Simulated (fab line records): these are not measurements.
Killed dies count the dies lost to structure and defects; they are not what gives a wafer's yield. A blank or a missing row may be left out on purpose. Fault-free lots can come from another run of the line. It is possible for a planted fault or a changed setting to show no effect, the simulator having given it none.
A lot that was struck, set against a sound lot | flow n5Finfet | 12 steps out of a route of 1938
Sound: wafers L886.2, L886.4, L886.5. Struck: wafers L871.1, L871.2, L871.4. The cause is named last.
For every step that has rows: the tool of each side, followed by ch and its chambers, followed by its first start. Under that, the readings that differ: sound wafers | struck wafers | difference of the means | sigmas: that difference in standard deviations of wafers without a fault.
alike: words and numbers the same on both sides, and readings whose means are apart by under 2 such deviations; not compared: readings that were withheld, readings missing a value for some wafer, numbers with overlapping values and no deviation given by the record, and bounds like >300 which may hide the same value.
Wherever a step has rows on one side only, a row that says differs or no value, or a row with sigmas, the two part there. Numbers that don't overlap but have no deviation are shown without sigmas and don't part them. Lack of a reading on every wafer of one side parts them only where that side has two or more wafers.

first, 9 steps without rows for these wafers: N5_BEOL_M0_SAQP_EXPOSE_37 (exposes mask M0 CUT1, target cd 30 nm); N5_BEOL_M0_SAQP_PEB_38 (peb time 60 s); N5_BEOL_M0_SAQP_DEVELOP_39 (develop time 30 s); N5_BEOL_M0_SAQP_DESCUM_45 (chemistry O2, time 7 s); N5_BEOL_M0_SAQP_ETCH_88 (etches underlayer in N2/H2, target depth 6.5 nm, time 5.2 s); N5_BEOL_M0_SAQP_ETCH_73 (etches SiARC in CF4, target depth 19.5 nm, time 32.5 s); N5_BEOL_M0_SAQP_CUT_ETCH_46 (etches SOC in N2/H2, target depth 135 nm, overetch 27 nm, time 202.5 s); N5_BEOL_M0_SAQP_STRIP_74 (strips in N2/H2); N5_BEOL_M0_SAQP_STRIP_89 (strips in N2/H2).
N5_BEOL_M0_SAQP_ALD_48: deposits SiO2, target thk 20 nm, pulse time 1 s, co reactant pulse time 1 s.
  sound on aldSin-03 ch 2,3, day 11 08:23; struck on aldSin-04 ch 1,2,3, day 7 10:53
  no value came back on the struck wafers for aldCycles, chamberPressureTorr (Torr), heaterPowerW (W), precursorPulseHeightRel; on the sound wafers aldCycles reads 139 139 139
then, 1 step without rows for these wafers: N5_BEOL_M0_SAQP_ETCH_49 (etches SiO2 in CF4/O2, target depth 37 nm).
-- the record jumps here: 7 days lie between the struck wafers' starts before and after (it left off in module BEOL_M0_SAQP and takes up again in module PASSIVATION, whose first step shown is number 1936 of the route) --
N5_PASSIVATION_PROBE_49:
  sound: prober-02 at day 18 02:58; struck: prober-02 at day 14 03:44
reading                 | sound          | struck    | difference | sigmas
defectLimitedYield (%)  | 90.7 92.3 91.2 | 0 0       | -91        | -65
killed_at_M0_to_M3      | 38 39 35       | 1166 1170 | +1131      | +99 or more
killedAtFrontEnd        | 50 30 38       | 11 4      | -32        | -3
killedDies              | 110 91 104     | 1180 1180 | +1078      | +67
killedOnRim             | 17 8 15        | 152 152   | +139       | +39
killedOpen              | 66 58 67       | 12 11     | -52        | -4
killedShort             | 42 33 36       | 4 8       | -31        | -4
sort_bin_5_function (%) | 4.9 4.9 5.8    | 71.8 74.0 | +67.7      | +71
sortNPass               | 1070 1089 1076 | 0 0       | -1078      | -67
sortYieldPct (%)        | 90.7 92.3 91.2 | 0 0       | -91        | -65
  alike: killed_at_M4_up, killedAtContacts, killedAtOther, sort_bin_6_memory

== WHERE THEY PART ==
First at N5_BEOL_M0_SAQP_ALD_48; last, within this record, at N5_PASSIVATION_PROBE_49.

WHY: the cause the simulator had injected
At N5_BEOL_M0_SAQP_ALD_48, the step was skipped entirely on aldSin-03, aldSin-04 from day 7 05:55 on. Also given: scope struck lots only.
